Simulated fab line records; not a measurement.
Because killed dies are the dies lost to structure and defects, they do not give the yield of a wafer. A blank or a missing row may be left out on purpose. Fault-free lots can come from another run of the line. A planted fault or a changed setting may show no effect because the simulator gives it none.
What tool caused it? / flow nand_harc / 13 lots, 39 wafers sampled, at 5 steps of a route of 1302

== WHAT THE GAUGES SHOWED, per wafer ==
NHARC_P_STI_OVL_MEAS_10. Usual: overlay_x_nm -1 nm, standard deviation 5.6; overlay_y_nm 1 nm, standard deviation 5.
lot=L103; measured=day 3 17:53; on=overlay-01; overlay_x_nm (nm)=-7 -6 -7; overlay_y_nm (nm)=-5 -5 -6; flag=
lot=L106; measured=day 4 23:11; on=overlay-01; overlay_x_nm (nm)=-5 -5 -5; overlay_y_nm (nm)=1 1 1; flag=
lot=L107; measured=day 5 08:20; on=overlay-01; overlay_x_nm (nm)=7 7 7; overlay_y_nm (nm)=2 2 2; flag=
lot=L108; measured=day 5 19:10; on=overlay-01; overlay_x_nm (nm)=9 9 9; overlay_y_nm (nm)=4 4 4; flag=
lot=L112; measured=day 7 11:37; on=overlay-01; overlay_x_nm (nm)=6 6 6; overlay_y_nm (nm)=2 2 2; flag=
lot=L115; measured=day 8 18:24; on=overlay-02; overlay_x_nm (nm)=-2 -2 -3; overlay_y_nm (nm)=5 5 5; flag=
lot=L118; measured=day 9 21:00; on=overlay-01; overlay_x_nm (nm)=-2 -2 -2; overlay_y_nm (nm)=0 0 0; flag=
lot=L119; measured=day 10 09:41; on=overlay-02; overlay_x_nm (nm)=-5 -5 -5; overlay_y_nm (nm)=-1 -1 -1; flag=
lot=L120; measured=day 10 20:16; on=overlay-02; overlay_x_nm (nm)=-7 -7 -7; overlay_y_nm (nm)=-9 -8 -8; flag=
lot=L121; measured=day 11 05:25; on=overlay-02; overlay_x_nm (nm)=-5 -4 -5; overlay_y_nm (nm)=6 5 6; flag=
lot=L122; measured=day 11 13:10; on=overlay-01; overlay_x_nm (nm)=3 3 3; overlay_y_nm (nm)=-3 -2 -2; flag=
lot=L123; measured=day 11 23:58; on=overlay-01; overlay_x_nm (nm)=-2 -2 -2; overlay_y_nm (nm)=8 8 8; flag=
lot=L124; measured=day 12 09:56; on=overlay-01; overlay_x_nm (nm)=4 4 4; overlay_y_nm (nm)=-2 -3 -3; flag=

NHARC_P_STI_CD_MEAS_16. Usual: cd_nm at 200 nm, with a standard deviation of 3.4.
lot=L103; measured=day 3 18:30; on=cd_sem-01; cd_nm (nm)=202 203 207; flag=
lot=L106; measured=day 4 23:48; on=cd_sem-03; cd_nm (nm)=206 201 204; flag=
lot=L107; measured=day 5 08:56; on=cd_sem-02; cd_nm (nm)=201 203 205; flag=
lot=L108; measured=day 5 19:49; on=cd_sem-01; cd_nm (nm)=200 202 200; flag=
lot=L112; measured=day 7 12:13; on=cd_sem-01; cd_nm (nm)=198 197 194; flag=
lot=L115; measured=day 8 19:01; on=cd_sem-01; cd_nm (nm)=198 202 199; flag=
lot=L118; measured=day 9 21:37; on=cd_sem-03; cd_nm (nm)=201 207 203; flag=
lot=L119; measured=day 10 10:18; on=cd_sem-03; cd_nm (nm)=193 192 198; flag=
lot=L120; measured=day 10 20:52; on=cd_sem-03; cd_nm (nm)=193 199 194; flag=
lot=L121; measured=day 11 06:01; on=cd_sem-02; cd_nm (nm)=198 197 197; flag=
lot=L122; measured=day 11 13:48; on=cd_sem-02; cd_nm (nm)=203 203 205; flag=
lot=L123; measured=day 12 00:35; on=cd_sem-03; cd_nm (nm)=199 205 204; flag=
lot=L124; measured=day 12 10:33; on=cd_sem-02; cd_nm (nm)=202 204 204; flag=

NHARC_END_SORT_01. Usual: killed_at_array 57, standard deviation 21; killed_at_other 0.9, standard deviation 1.2; killed_at_periphery 4.2, standard deviation 2.9; killed_dies 62, standard deviation 21; killed_open 3.2, standard deviation 1.8; killed_short 2.4, standard deviation 1.5.
lot=L103; measured=day 25 04:51; on=prober-01; killed_at_array=48 43 45; killed_at_other=0 0 0; killed_at_periphery=4 0 2; killed_dies=52 43 47; killed_open=2 5 0; killed_short=4 1 5; flag=
lot=L106; measured=day 27 06:38; on=prober-01; killed_at_array=53 36 34; killed_at_other=2 1 2; killed_at_periphery=3 7 6; killed_dies=58 44 42; killed_open=5 6 4; killed_short=1 3 2; flag=
lot=L107; measured=day 26 12:09; on=prober-02; killed_at_array=107 105 99; killed_at_other=2 0 0; killed_at_periphery=2 0 1; killed_dies=111 105 100; killed_open=6 7 5; killed_short=1 1 2; flag=
lot=L108; measured=day 27 23:24; on=prober-01; killed_at_array=74 81 63; killed_at_other=1 0 0; killed_at_periphery=1 1 4; killed_dies=76 82 67; killed_open=2 1 3; killed_short=4 1 0; flag=
lot=L112; measured=day 29 03:17; on=prober-02; killed_at_array=35 29 32; killed_at_other=0 0 0; killed_at_periphery=6 5 3; killed_dies=41 34 35; killed_open=2 4 2; killed_short=2 3 1; flag=
lot=L115; measured=day 30 02:28; on=prober-02; killed_at_array=76 67 81; killed_at_other=0 1 0; killed_at_periphery=2 2 3; killed_dies=78 70 84; killed_open=3 1 6; killed_short=2 3 3; flag=
lot=L118; measured=day 30 15:49; on=prober-02; killed_at_array=41 56 66; killed_at_other=0 0 1; killed_at_periphery=2 2 1; killed_dies=43 58 68; killed_open=2 7 2; killed_short=4 6 4; flag=
lot=L119; measured=day 32 05:07; on=prober-02; killed_at_array=63 67 57; killed_at_other=2 6 1; killed_at_periphery=9 6 4; killed_dies=74 79 62; killed_open=4 6 1; killed_short=2 2 1; flag=
lot=L120; measured=day 32 05:08; on=prober-01; killed_at_array=28 39 33; killed_at_other=1 0 1; killed_at_periphery=3 4 1; killed_dies=32 43 35; killed_open=1 5 3; killed_short=2 4 1; flag=
lot=L121; measured=day 32 17:53; on=prober-01; killed_at_array=51 62 45; killed_at_other=1 0 1; killed_at_periphery=0 4 2; killed_dies=52 66 48; killed_open=4 4 5; killed_short=1 2 3; flag=
lot=L122; measured=day 33 01:40; on=prober-01; killed_at_array=52 58 40; killed_at_other=2 1 0; killed_at_periphery=2 5 2; killed_dies=56 64 42; killed_open=3 4 3; killed_short=2 3 4; flag=
lot=L123; measured=day 33 22:13; on=prober-02; killed_at_array=27 30 28; killed_at_other=1 1 2; killed_at_periphery=5 2 5; killed_dies=33 33 35; killed_open=1 2 5; killed_short=4 2 3; flag=
lot=L124; measured=day 34 09:01; on=prober-01; killed_at_array=59 77 76; killed_at_other=3 7 2; killed_at_periphery=8 16 14; killed_dies=70 100 92; killed_open=6 4 1; killed_short=2 3 4; flag=

== WHAT TOOL EACH LOT RAN ON (gives the tool, then ch and the chambers of the sampled wafers, and finally the start) ==
lot=L103; NHARC_P_STI_ETCH_31=rie_diel-13 ch 1,2,3, day 3 18:30 or earlier; NHARC_P_GATE_PRECLEAN_71=wet_bench-07 ch 2,5,7, day 5 06:38
lot=L106; NHARC_P_STI_ETCH_31=rie_diel-10 ch 2,3, day 4 23:48 or earlier; NHARC_P_GATE_PRECLEAN_71=wet_bench-09 ch 0,1,7, day 6 14:44
lot=L107; NHARC_P_STI_ETCH_31=rie_diel-10 ch 0,1,2, day 5 08:56 or earlier; NHARC_P_GATE_PRECLEAN_71=wet_bench-09 ch 0,5,7, day 6 20:55
lot=L108; NHARC_P_STI_ETCH_31=rie_diel-05 ch 0,2, day 5 19:49 or earlier; NHARC_P_GATE_PRECLEAN_71=wet_bench-09 ch 0,4,7, day 7 13:02
lot=L112; NHARC_P_STI_ETCH_31=rie_diel-10 ch 1,2, day 7 12:13 or earlier; NHARC_P_GATE_PRECLEAN_71=wet_bench-09 ch 2,3,6, day 9 04:52
lot=L115; NHARC_P_STI_ETCH_31=rie_diel-10 ch 0,2,3, day 8 19:01 or earlier; NHARC_P_GATE_PRECLEAN_71=wet_bench-09 ch 0,3,5, day 10 09:11
lot=L118; NHARC_P_STI_ETCH_31=rie_diel-05 ch 1,2,3, day 9 21:37 or earlier; NHARC_P_GATE_PRECLEAN_71=wet_bench-07 ch 0,1,4, day 11 11:17
lot=L119; NHARC_P_STI_ETCH_31=rie_diel-05 ch 1,3, day 10 10:18 or earlier; NHARC_P_GATE_PRECLEAN_71=wet_bench-07 ch 1,2,5, day 12 03:28
lot=L120; NHARC_P_STI_ETCH_31=rie_diel-13 ch 0,1,3, day 10 20:52 or earlier; NHARC_P_GATE_PRECLEAN_71=wet_bench-07 ch 4,5,6, day 12 08:52
lot=L121; NHARC_P_STI_ETCH_31=rie_diel-13 ch 1,2, day 11 06:01 or earlier; NHARC_P_GATE_PRECLEAN_71=wet_bench-07 ch 2,6,7, day 12 20:11
lot=L122; NHARC_P_STI_ETCH_31=rie_diel-05 ch 1,2,3, day 11 13:48 or earlier; NHARC_P_GATE_PRECLEAN_71=wet_bench-09 ch 0,5,7, day 13 02:34
lot=L123; NHARC_P_STI_ETCH_31=rie_diel-05 ch 0,2, day 12 00:35 or earlier; NHARC_P_GATE_PRECLEAN_71=wet_bench-03 ch 2,4,5, day 13 18:32
lot=L124; NHARC_P_STI_ETCH_31=rie_diel-13 ch 0,1,3, day 12 10:33 or earlier; NHARC_P_GATE_PRECLEAN_71=wet_bench-03 ch 1,6,7, day 13 23:55
- NHARC_P_STI_ETCH_31: etches the open film in CF4/CHF3, target depth 108.9 nm, time 54.5 s.
- NHARC_P_GATE_PRECLEAN_71: cleans in SC1.

== AS READ BY THE TOOLS THEMSELVES (means over the sampled wafers that have a number; for cases with no such wafer, the mark the record gives instead) ==
NHARC_P_STI_ETCH_31. Usual: bias_w 200.0 W, standard deviation 0.55; drypump_motor_current_A 5.5 A, standard deviation 0.37; oes_product_au 0.951 a.u., standard deviation 0.023; rf_vpp_V 370.4 V, standard deviation 2.3; showerhead_plenum_p_Torr 1.57 Torr, standard deviation 0.064; throttle_valve_pct 16.801 %, standard deviation 0.0095.
lot=L103; tool=rie_diel-13; bias_w (W)=200.4; drypump_motor_current_A (A)=5.2; oes_product_au (a.u.)=0.935; rf_vpp_V (V)=372.4; showerhead_plenum_p_Torr (Torr)=1.63; throttle_valve_pct (%)=16.798; flag=
lot=L106; tool=rie_diel-10; bias_w (W)=199.5; drypump_motor_current_A (A)=5.3; oes_product_au (a.u.)=0.968; rf_vpp_V (V)=369.3; showerhead_plenum_p_Torr (Torr)=1.53; throttle_valve_pct (%)=16.799; flag=
lot=L107; tool=rie_diel-10; bias_w (W)=200.1; drypump_motor_current_A (A)=5.6; oes_product_au (a.u.)=0.938; rf_vpp_V (V)=369.0; showerhead_plenum_p_Torr (Torr)=1.53; throttle_valve_pct (%)=16.807; flag=
lot=L108; tool=rie_diel-05; bias_w (W)=199.7; drypump_motor_current_A (A)=6.0; oes_product_au (a.u.)=0.945; rf_vpp_V (V)=370.4; showerhead_plenum_p_Torr (Torr)=1.55; throttle_valve_pct (%)=16.804; flag=
lot=L112; tool=rie_diel-10; bias_w (W)=200.1; drypump_motor_current_A (A)=5.4; oes_product_au (a.u.)=0.965; rf_vpp_V (V)=368.8; showerhead_plenum_p_Torr (Torr)=1.53; throttle_valve_pct (%)=16.801; flag=
lot=L115; tool=rie_diel-10; bias_w (W)=200.2; drypump_motor_current_A (A)=5.5; oes_product_au (a.u.)=0.975; rf_vpp_V (V)=369.1; showerhead_plenum_p_Torr (Torr)=1.54; throttle_valve_pct (%)=16.798; flag=
lot=L118; tool=rie_diel-05; bias_w (W)=199.8; drypump_motor_current_A (A)=5.8; oes_product_au (a.u.)=0.975; rf_vpp_V (V)=368.6; showerhead_plenum_p_Torr (Torr)=1.54; throttle_valve_pct (%)=16.794; flag=
lot=L119; tool=rie_diel-05; bias_w (W)=200.1; drypump_motor_current_A (A)=5.6; oes_product_au (a.u.)=0.972; rf_vpp_V (V)=370.7; showerhead_plenum_p_Torr (Torr)=1.57; throttle_valve_pct (%)=16.811; flag=
lot=L120; tool=rie_diel-13; bias_w (W)=200.3; drypump_motor_current_A (A)=5.2; oes_product_au (a.u.)=0.956; rf_vpp_V (V)=370.9; showerhead_plenum_p_Torr (Torr)=1.57; throttle_valve_pct (%)=16.790; flag=
lot=L121; tool=rie_diel-13; bias_w (W)=199.8; drypump_motor_current_A (A)=4.9; oes_product_au (a.u.)=0.974; rf_vpp_V (V)=373.0; showerhead_plenum_p_Torr (Torr)=1.64; throttle_valve_pct (%)=16.811; flag=
lot=L122; tool=rie_diel-05; bias_w (W)=199.7; drypump_motor_current_A (A)=5.7; oes_product_au (a.u.)=0.974; rf_vpp_V (V)=369.6; showerhead_plenum_p_Torr (Torr)=1.54; throttle_valve_pct (%)=16.791; flag=
lot=L123; tool=rie_diel-05; bias_w (W)=199.9; drypump_motor_current_A (A)=5.9; oes_product_au (a.u.)=0.929; rf_vpp_V (V)=370.2; showerhead_plenum_p_Torr (Torr)=1.55; throttle_valve_pct (%)=16.800; flag=
lot=L124; tool=rie_diel-13; bias_w (W)=200.3; drypump_motor_current_A (A)=5.2; oes_product_au (a.u.)=0.944; rf_vpp_V (V)=370.0; showerhead_plenum_p_Torr (Torr)=1.57; throttle_valve_pct (%)=16.797; flag=

== THE ANSWER, worked out from the rows above alone ==
Rule: take the mean of a lot's wafers that have a number; if it is more than 3 standard deviations from the usual mean, the lot is off. A lot without any number at a reading at which 4 lots or more have one is off too. The other lots that the step has rows for count as sound. First the gauges in route order, then the tools' own readings, where a lot's mean is used as printed above. The first step at which some lot is off is used, and at that step the reading that is off furthest; a lot without a number counts as furthest.
None of the lots is off at any reading shown; this tells nothing.

== WHAT WAS PUT IN BY THE SIMULATOR ==
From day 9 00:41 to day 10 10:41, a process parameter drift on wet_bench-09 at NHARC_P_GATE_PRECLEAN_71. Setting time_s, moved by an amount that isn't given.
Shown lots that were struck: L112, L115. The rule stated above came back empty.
